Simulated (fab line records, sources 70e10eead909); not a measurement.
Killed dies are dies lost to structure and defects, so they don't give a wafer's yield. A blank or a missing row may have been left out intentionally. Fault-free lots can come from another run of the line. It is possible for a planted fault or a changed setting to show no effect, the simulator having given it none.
A struck lot beside a sound one + flow nandHarc + 15 out of 1302 route steps
Sound: these wafers, L400.3, L400.5, L400.6. Struck: wafers L409.1, L409.4. (L409.5 of the same lot was not struck and is left out.) The cause comes at the end.
Order at every step that has rows: each side's tool, ch and its chambers, its first start. Under that, the readings that differ: sound wafers + struck wafers + difference of the means + sigmas: that difference in standard deviations of wafers without a fault.
alike: readings whose means differ by less than 2 such deviations, and words and numbers that are the same on both sides. not compared: withheld readings, readings that some wafer has no value for, bounds like >300 that may hide the same value, and numbers for which the record gives no deviation and whose values overlap.
A row with sigmas, a row that says differs or no value, or rows on one side alone: a step with any of these is where the two part. Numbers that have no deviation but don't overlap get no sigmas and don't part them. A reading missing from all wafers of one side parts the sides only when that side holds two or more wafers.

NHARC_P_M2_CD_MEAS_09: target cd 170 nm.
  sound on cdSem-03 ch 0, day 6 23:02; struck on cdSem-01 ch 0, day 11 03:41
  alike: cdNm
NHARC_P_M2_OVL_MEAS_10: pitch 340 nm.
  sound on overlay-01, day 6 23:07; struck on overlay-02, day 11 03:47
  alike: overlayXNm, overlayYNm
NHARC_P_M2_INSPECT_11:
  sound on defectInspect-02, day 6 23:10; struck on defectInspect-01, day 11 03:49
  alike: rawDefectCount
then, 1 step without rows for these wafers: NHARC_P_M2_DESCUM_14 (chemistry O2, time 3 s).
NHARC_P_M2_ETCH_35: etches the open film in N2/H2, target depth 40 nm, overetch 12 nm, time 43.94 s.
  sound on rieDiel-08 ch 0,1,3, day 6 23:19; struck on rieDiel-09 ch 0,3, day 11 03:58
  alike: drypumpMotorCurrentA, oesProductAu, rfVppV, showerheadPlenumPTorr, throttleValvePct
  not compared: rfHoursCounterH
NHARC_P_M2_ETCH_15: etches the open film in C4F8/Ar, target depth 182.5 nm, time 91.2 s.
  sound: rieDiel-08 ch 1,2; struck: rieDiel-09 ch 0,1
  alike: oesProductAu, rfVppV
  not compared: rfHoursCounterH
NHARC_P_M2_CD_MEAS_16:
  sound on cdSem-03, day 6 23:32; struck on cdSem-02, day 11 04:11
  alike: cdNm
NHARC_P_M2_STRIP_18: strips in N2/H2.
  sound on rieDiel-10 ch 0,1, day 6 23:36; struck on rieDiel-09 ch 1,2, day 11 04:15
  alike: drypumpMotorCurrentA, oesProductAu, rfVppV, showerheadPlenumPTorr, throttleValvePct
  not compared: rfHoursCounterH
NHARC_P_M2_ETCH_28: etches the open film in CF4/N2, target depth 30 nm, time 72.99 s.
  sound: rieDiel-10 ch 0,1; struck: rieDiel-09 ch 0,3
| reading                  | sound       | struck  | difference | sigmas |
|--------------------------|-------------|---------|------------|--------|
| drypumpMotorCurrentA (A) | 6.7 5.4 6.7 | 5.5 4.9 | -1.1       | -2     |
  alike: oesProductAu, rfVppV, showerheadPlenumPTorr, throttleValvePct
  not compared: rfHoursCounterH
then, 2 steps without rows for these wafers: NHARC_P_M2_STRIP_19 (strips in post etch residue remover, time 600 s); NHARC_P_M2_DEGAS_29 (time 60 s).
NHARC_P_M2_PRE_CLEAN_30: time 30 s.
  sound on pvdSputter-03; struck on pvdSputter-03
  alike: heaterPowerW
NHARC_P_M2_PVD_20: deposits TaN, target thk 5 nm, time 8.06 s.
  sound on pvdSputter-03, day 7 00:21; struck on pvdSputter-03, day 11 05:01
| reading   | sound          | struck        | difference | sigmas |
|-----------|----------------|---------------|------------|--------|
| timeS (s) | 8.06 8.06 8.06 | 3.2015 3.2015 | -4.8585    |        |
  alike: throttleValvePct
then, 1 step without rows for these wafers: NHARC_P_M2_PVD_21 (deposits Cu, target thk 30 nm, time 20.49 s).
-- record jumps: 18 days between struck wafers' starts before vs after; left off in module P_M2, resumes in module END, first step shown is number 1302 of the route --
NHARC_END_SORT_01:
  here the record holds rows for the struck wafers (prober-02 ch 0, day 29 05:36) but none for the sound ones

WHERE THEY PART
At NHARC_P_M2_ETCH_28 first; at NHARC_END_SORT_01 last (within this record only).

WHY: whatever the simulator had introduced
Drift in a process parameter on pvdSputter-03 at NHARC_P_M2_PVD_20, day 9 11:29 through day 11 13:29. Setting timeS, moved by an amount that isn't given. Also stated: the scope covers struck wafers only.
